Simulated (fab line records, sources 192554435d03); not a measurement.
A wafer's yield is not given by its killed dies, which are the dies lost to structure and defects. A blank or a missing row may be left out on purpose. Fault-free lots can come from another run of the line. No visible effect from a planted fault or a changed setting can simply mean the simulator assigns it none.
fab line records -- flow n5-finfet
record: lots: 11, wafers: 32, last-day: 20
route steps=1938 shown BEOL_M1@751 BEOL_M4@1111
lots that met no fault: from a run of the same line without faults
start-h: hours from the record's opening day to when the first of the lot's shown wafers began -- wait-h: hours since the lot's step before -- " unchanged from the row above -- L1.1+2: one row covering several wafers at once -- - value missing, or start not given -- * or withheld: withheld -- < > ~ a bound
route shown NAME@n: NAME is a module with steps in the file, n the number in the route of the first one -- usual: the fault-free wafers' mean and standard deviation -- same: alike in all rows -- chamber/n: place in a boat -- sites: each site's reading -- _std_site: their standard deviation -- _edge_site: outer sites' mean less inner sites' -- radius-mm: for every site, how far away it sits from the centre of the wafer -- mask NAME#n: copy n -- behind: the last tool/chamber to shape the wafer -- hold: reason for holding the lot/hours on hold/outcome of the hold -- device: the n, p or np transistor that did not switch -- end of line: tests of these same wafers at the route's end -- a step with no rows: only its recipe -- killed: the dies lost at the first sort to structure and to defects; this is not the yield of the wafer -- map: a wafer's dies, x killed, . not, _ none there
set.NAME: the setting the step ran with; set.NAME@STEP: the setting that earlier step ran with -- model.NAME: the simulator's own value behind a step, which no gauge read
the route's steps for a sample of lots (tables are steps, rows are wafers)
services: when a tool's chamber went out of use (start-h, in hours from the record's first day, below 0 if earlier), for how many hours, and the reason
== steps ==
step: N5_BEOL_M1_ILD_DEP_00
recipe: material: SiOC, target-thk-a: 790, temp-c: 350, precursor: DEMS/O2, pressure-torr: 5, rf-w: 500, time-s: 15.3
usual: heater-power-w: 498/66, showerhead-plenum-p-Torr: 5.695/0.019, throttle-valve-pct: 11.9/0.55
lot.wafer,tool,chamber,start-h,wait-h,heater-power-w,showerhead-plenum-p-Torr,throttle-valve-pct
L388.3,pecvd-04,1,143.03,0.1,520,5.702,11.5
L388.4,pecvd-04,0,143.03,0.1,412,5.697,12.2
L388.5,pecvd-04,0,143.03,0.1,334,5.685,12.4
L390.3,pecvd-02,2,152.96,0.0,558,5.647,12.2
L390.4,pecvd-02,1,152.96,0.0,534,5.707,11.9
L390.6,pecvd-02,2,152.96,0.0,561,5.662,12.1
L392.2,pecvd-02,2,164.82,0.0,542,5.671,11.9
L392.3,pecvd-02,1,164.82,0.0,559,5.711,12.0
L392.5,pecvd-02,2,164.82,0.0,539,5.663,12.0
L394.1,pecvd-03,1,177.36,0.0,520,5.678,11.8
L394.2,pecvd-03,2,177.36,0.0,471,5.714,10.7
L394.6,pecvd-03,2,177.36,0.0,480,5.703,10.6
L395.2,pecvd-03,1,184.49,0.0,427,5.684,11.8
L395.4,pecvd-03,0,184.49,0.0,436,5.683,12.7
L396.1,pecvd-02,1,191.18,0.0,495,5.703,11.9
L396.3,pecvd-02,0,191.18,0.0,619,5.705,12.4
L396.6,pecvd-02,0,191.18,0.0,602,5.701,12.7
L397.2,pecvd-04,0,195.47,0.0,409,5.707,12.4
L397.3,pecvd-04,0,195.47,0.0,414,5.688,12.4
L397.4,pecvd-04,1,195.47,0.0,489,5.701,11.3
L399.3,pecvd-04,2,208.19,0.0,484,5.698,11.2
L399.5,pecvd-04,2,208.19,0.0,483,5.691,11.1
L399.6,pecvd-04,1,208.19,0.0,504,5.693,11.5
L400.1,pecvd-02,0,212.70,0.0,586,5.717,12.2
L400.3,pecvd-02,1,212.70,0.0,537,5.711,12.1
L400.4,pecvd-02,2,212.70,0.0,596,5.648,12.2
L407.1,pecvd-04,0,253.04,0.0,388,5.697,12.4
L407.2,pecvd-04,2,253.04,0.0,485,5.695,11.3
L407.4,pecvd-04,1,253.04,0.0,445,5.708,11.5
L408.3,pecvd-03,0,258.28,0.0,486,5.691,12.7
L408.5,pecvd-03,1,258.28,0.0,507,5.683,11.6
L408.6,pecvd-03,0,258.28,0.0,477,5.694,12.8
step: N5_BEOL_M1_CD_MEAS_18
recipe: pitch-nm: 36, target-cd-nm: 18
usual: cd-nm: 18.0/0.32
lot.wafer,tool,chamber,start-h,wait-h,cd-nm
L388.3,cd-sem-01,-,144.68,0.1,18.5
L388.4,cd-sem-01,-,144.68,0.1,17.8
L388.5,cd-sem-01,-,144.68,0.1,18.4
L390.3,cd-sem-01,-,154.48,0.1,18.1
L390.4,cd-sem-01,-,154.48,0.1,18.1
L390.6,cd-sem-01,-,154.48,0.1,17.6
L392.2,cd-sem-01,-,166.26,0.1,17.7
L392.3,cd-sem-01,-,166.26,0.1,18.0
L392.5,cd-sem-01,-,166.26,0.1,18.5
L394.1,cd-sem-03,-,181.75,0.0,18.5
L394.2,cd-sem-03,-,181.75,0.0,17.7
L394.6,cd-sem-03,-,181.75,0.0,17.9
L395.2,cd-sem-01,-,187.64,0.1,17.7
L395.4,cd-sem-01,-,187.64,0.1,17.7
L396.1,cd-sem-02,-,193.66,0.0,17.6
L396.3,cd-sem-02,-,193.66,0.0,17.8
L396.6,cd-sem-02,-,193.66,0.0,17.8
L397.2,cd-sem-02,-,198.24,0.1,17.7
L397.3,cd-sem-02,-,198.24,0.1,17.7
L397.4,cd-sem-02,-,198.24,0.1,17.5
L399.3,cd-sem-02,-,210.04,0.1,18.0
L399.5,cd-sem-02,-,210.04,0.1,18.0
L399.6,cd-sem-02,-,210.04,0.1,18.0
L400.1,cd-sem-01,-,214.50,0.0,18.4
L400.3,cd-sem-01,-,214.50,0.0,18.0
L400.4,cd-sem-01,-,214.50,0.0,18.5
L407.1,cd-sem-03,-,256.25,0.0,17.9
L407.2,cd-sem-03,-,256.25,0.0,18.1
L407.4,cd-sem-03,-,256.25,0.0,18.5
L408.3,cd-sem-01,-,260.75,0.1,17.8
L408.5,cd-sem-01,-,260.75,0.1,17.8
L408.6,cd-sem-01,-,260.75,0.1,18.1
step: N5_BEOL_M1_COAT_67
recipe: resist: SOC, temp-c: 250, time-s: 60, spin-rpm: 1500, resist-thk-nm: 60
usual: heater-power-total-W: 500.3/1.7, spin-speed-rpm: 1500.0/0.96
lot.wafer,tool,chamber,start-h,wait-h,heater-power-total-W,spin-speed-rpm
L388.3,litho-track-01,0,144.72,0.0,498.5,1498.1
L388.4,litho-track-01,0,144.72,0.0,503.0,1501.6
L388.5,litho-track-01,0,144.72,0.0,500.8,1501.3
L390.3,litho-track-01,0,154.52,0.0,499.4,1499.9
L390.4,litho-track-01,0,154.52,0.0,502.4,1500.8
L390.6,litho-track-01,0,154.52,0.0,499.7,1499.1
L392.2,litho-track-05,0,166.29,0.0,498.4,1500.0
L392.3,litho-track-05,0,166.29,0.0,500.0,1500.3
L392.5,litho-track-05,0,166.29,0.0,499.6,1500.2
L394.1,litho-track-05,0,181.78,0.0,497.4,1499.0
L394.2,litho-track-05,0,181.78,0.0,502.3,1501.1
L394.6,litho-track-05,0,181.78,0.0,502.2,1499.9
L395.2,litho-track-03,0,187.68,0.0,503.1,1500.2
L395.4,litho-track-03,0,187.68,0.0,499.9,1500.3
L396.1,litho-track-03,0,193.70,0.0,501.4,1499.7
L396.3,litho-track-03,0,193.70,0.0,497.4,1500.6
L396.6,litho-track-03,0,193.70,0.0,500.4,1499.9
L397.2,litho-track-01,0,198.27,0.0,497.7,1499.8
L397.3,litho-track-01,0,198.27,0.0,499.4,1500.0
L397.4,litho-track-01,0,198.27,0.0,499.4,1498.3
L399.3,litho-track-03,0,210.07,0.0,501.2,1439.7
L399.5,litho-track-03,0,210.07,0.0,497.9,1440.9
L399.6,litho-track-03,0,210.07,0.0,500.9,1440.3
L400.1,litho-track-03,0,214.54,0.0,501.8,1441.2
L400.3,litho-track-03,0,214.54,0.0,498.2,1441.2
L400.4,litho-track-03,0,214.54,0.0,500.1,1441.3
L407.1,litho-track-05,0,256.28,0.0,499.6,1499.9
L407.2,litho-track-05,0,256.28,0.0,502.2,1500.8
L407.4,litho-track-05,0,256.28,0.0,501.8,1499.8
L408.3,litho-track-05,0,260.79,0.0,498.1,1499.1
L408.5,litho-track-05,0,260.79,0.0,501.9,1498.7
L408.6,litho-track-05,0,260.79,0.0,502.4,1499.7
step: N5_BEOL_M1_OVL_MEAS_29
recipe: points-per-wafer: 522
usual: V0_OVL: 0.3/0.71
lot.wafer,tool,chamber,start-h,wait-h,V0_OVL[nm]
L388.3,overlay-01,0,145.06,0.0,-0.4
L388.4,overlay-01,0,145.06,0.0,0.6
L388.5,overlay-01,0,145.06,0.0,-0.2
L390.3,overlay-01,0,154.97,0.0,0.6
L390.4,overlay-01,0,154.97,0.0,0.7
L390.6,overlay-01,0,154.97,0.0,1.1
L392.2,overlay-02,0,166.61,0.0,1.1
L392.3,overlay-02,0,166.61,0.0,0.0
L392.5,overlay-02,0,166.61,0.0,1.0
L394.1,overlay-01,0,182.10,0.0,0.6
L394.2,overlay-01,0,182.10,0.0,0.7
L394.6,overlay-01,0,182.10,0.0,1.0
L395.2,overlay-01,0,188.12,0.0,0.1
L395.4,overlay-01,0,188.12,0.0,0.1
L396.1,overlay-02,0,194.05,0.0,0.4
L396.3,overlay-02,0,194.05,0.0,-0.2
L396.6,overlay-02,0,194.05,0.0,2.2
L397.2,overlay-02,0,198.74,0.0,-0.2
L397.3,overlay-02,0,198.74,0.0,0.2
L397.4,overlay-02,0,198.74,0.0,1.0
L399.3,overlay-02,0,210.40,0.0,-0.3
L399.5,overlay-02,0,210.40,0.0,0.3
L399.6,overlay-02,0,210.40,0.0,0.1
L400.1,overlay-02,0,214.98,0.0,0.9
L400.3,overlay-02,0,214.98,0.0,1.0
L400.4,overlay-02,0,214.98,0.0,0.0
L407.1,overlay-01,0,256.60,0.0,-0.4
L407.2,overlay-01,0,256.60,0.0,-0.3
L407.4,overlay-01,0,256.60,0.0,-0.5
L408.3,overlay-02,0,261.11,0.0,-1.0
L408.5,overlay-02,0,261.11,0.0,0.6
L408.6,overlay-02,0,261.11,0.0,-0.4
step: N5_BEOL_M4_RC_MEAS_101
usual: DIBL_N: 36.3/1.6, DIBL_P: 36.4/2.1, IOFF_N: 0.16/0.032, IOFF_P: 0.22/0.044, ION_N: 675/12, ION_P: 463/8.3, SS_N: 71.6/0.64, SS_P: 73.3/0.67, VT_N: 250/3.3, VT_P: -250/3.7
lot.wafer,tool,chamber,start-h,wait-h,DIBL_N[mV/V],DIBL_P[mV/V],IOFF_N[nA/um],IOFF_P[nA/um],ION_N[uA/um],ION_P[uA/um],SS_N[mV/dec],SS_P[mV/dec],VT_N[mV],VT_P[mV]
L388.3,prober-02,0,226.43,0.3,38.8,38.2,0.18,0.23,684,466,71.7,73.9,252,-247
L388.4,prober-02,0,226.43,0.3,35.0,33.1,0.12,0.16,666,455,70.6,73.1,256,-255
L388.5,prober-02,0,226.43,0.3,36.4,35.1,0.15,0.20,686,464,71.9,73.5,251,-251
L390.3,prober-02,0,232.50,0.3,36.3,35.5,0.15,0.19,674,463,70.6,73.7,251,-251
L390.4,prober-02,0,232.50,0.3,35.1,33.6,0.13,0.17,667,462,70.5,73.0,250,-252
L390.6,prober-02,0,232.50,0.3,37.4,36.4,0.18,0.21,694,471,71.2,72.5,246,-254
L392.2,prober-01,0,252.46,0.2,36.8,38.9,0.19,0.26,690,472,71.3,74.1,249,-248
L392.3,prober-01,0,252.46,0.2,36.9,38.7,0.19,0.26,682,471,71.8,73.6,249,-248
L392.5,prober-01,0,252.46,0.2,37.2,40.1,0.20,0.29,697,486,71.9,74.9,247,-245
L394.1,prober-02,0,257.00,0.0,35.4,35.7,0.15,0.18,665,457,71.2,72.8,251,-254
L394.2,prober-02,0,257.00,0.0,37.9,38.7,0.21,0.23,697,468,71.7,74.1,246,-250
L394.6,prober-02,0,257.00,0.0,36.7,37.3,0.18,0.20,674,454,71.2,73.0,249,-251
L397.2,prober-01,0,279.55,0.2,37.1,37.6,0.17,0.23,692,464,72.2,73.9,248,-250
L397.3,prober-01,0,279.55,0.2,36.7,35.7,0.15,0.19,681,456,71.4,72.4,250,-252
L397.4,prober-01,0,279.55,0.2,35.6,34.2,0.13,0.18,670,453,71.1,72.9,251,-253
L395.2,prober-01,0,284.45,0.2,37.5,36.6,0.17,0.23,674,463,71.9,73.4,247,-249
L395.4,prober-01,0,284.45,0.2,38.0,38.8,0.20,0.28,689,475,71.8,73.5,246,-247
L396.1,prober-02,0,287.00,0.0,33.7,32.9,0.13,0.20,674,469,71.2,71.8,250,-247
L396.3,prober-02,0,287.00,0.0,38.6,38.7,0.22,0.29,694,472,72.7,74.4,243,-245
L396.6,prober-02,0,287.00,0.0,35.6,35.8,0.17,0.26,696,479,71.5,73.3,249,-244
L399.3,prober-02,0,300.57,0.3,35.9,34.6,0.14,0.19,661,454,72.3,73.2,251,-250
L399.5,prober-02,0,300.57,0.3,38.0,38.2,0.19,0.24,675,463,71.3,73.5,246,-249
L399.6,prober-02,0,300.57,0.3,36.0,35.5,0.15,0.20,661,457,71.9,73.4,251,-250
L400.1,prober-02,0,306.11,0.7,34.7,35.1,0.14,0.20,663,458,71.4,73.7,253,-253
L400.3,prober-02,0,306.11,0.7,33.1,33.9,0.11,0.18,651,457,71.3,73.1,257,-252
L400.4,prober-02,0,306.11,0.7,35.3,35.8,0.15,0.20,668,462,71.0,74.1,251,-251
L407.1,prober-02,0,354.48,0.0,35.4,36.1,0.13,0.16,665,456,71.8,72.6,254,-253
L407.2,prober-02,0,354.48,0.0,34.7,35.6,0.13,0.16,662,456,71.1,73.2,252,-256
L407.4,prober-02,0,354.48,0.0,40.7,41.8,0.24,0.26,697,463,73.0,74.2,245,-247
L408.3,prober-01,0,381.41,0.3,35.7,34.9,0.15,0.21,665,459,71.9,72.9,250,-250
L408.5,prober-01,0,381.41,0.3,37.1,36.6,0.17,0.23,670,462,72.6,73.0,248,-248
L408.6,prober-01,0,381.41,0.3,35.8,35.0,0.15,0.21,680,463,72.4,72.9,253,-251
== services ==
tool,chamber,start-h,hours,kind
pecvd-03,-,123.29,0.9,repair
pecvd-04,1,148.95,6.2,repair
pecvd-03,-,162.54,6.0,pm
pecvd-04,2,167.48,-,clean
pecvd-04,2,167.48,-,consumable-replace:showerhead
pecvd-04,2,167.48,29.0,scheduled-down
pecvd-04,2,167.48,29.0,vent-cycle
pecvd-03,-,171.17,5.5,pm
litho-track-01,-,205.45,-,consumable-replace:filter
pecvd-03,-,208.14,1.6,repair
pecvd-03,1,232.77,5.5,scheduled-down
pecvd-04,2,238.07,2.1,scheduled-down
pecvd-02,0,241.45,3.9,repair
pecvd-03,0,244.60,-,calibration
== key ==
first-sign: step: N5_BEOL_M1_COAT_67, reading: spin-speed-rpm, direction: down, sigmas: 61, usual: *, struck: *
effect none on later readings
met-at N5_BEOL_M1_COAT_67
struck-lots L399,L400
not-acting-at N5_BEOL_M1_ILD_DEP_00,N5_BEOL_M1_CD_MEAS_18,N5_BEOL_M1_OVL_MEAS_29
onset-between 193.70 210.07
fault: kind: process-parameter-drift, tool: litho-track-03, chamber: -, onset-h: 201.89, steps: N5_BEOL_M1_COAT_67, channel: spin-rpm, offset: *, shape: step, end-h: 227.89, acts-in: *, stated: *
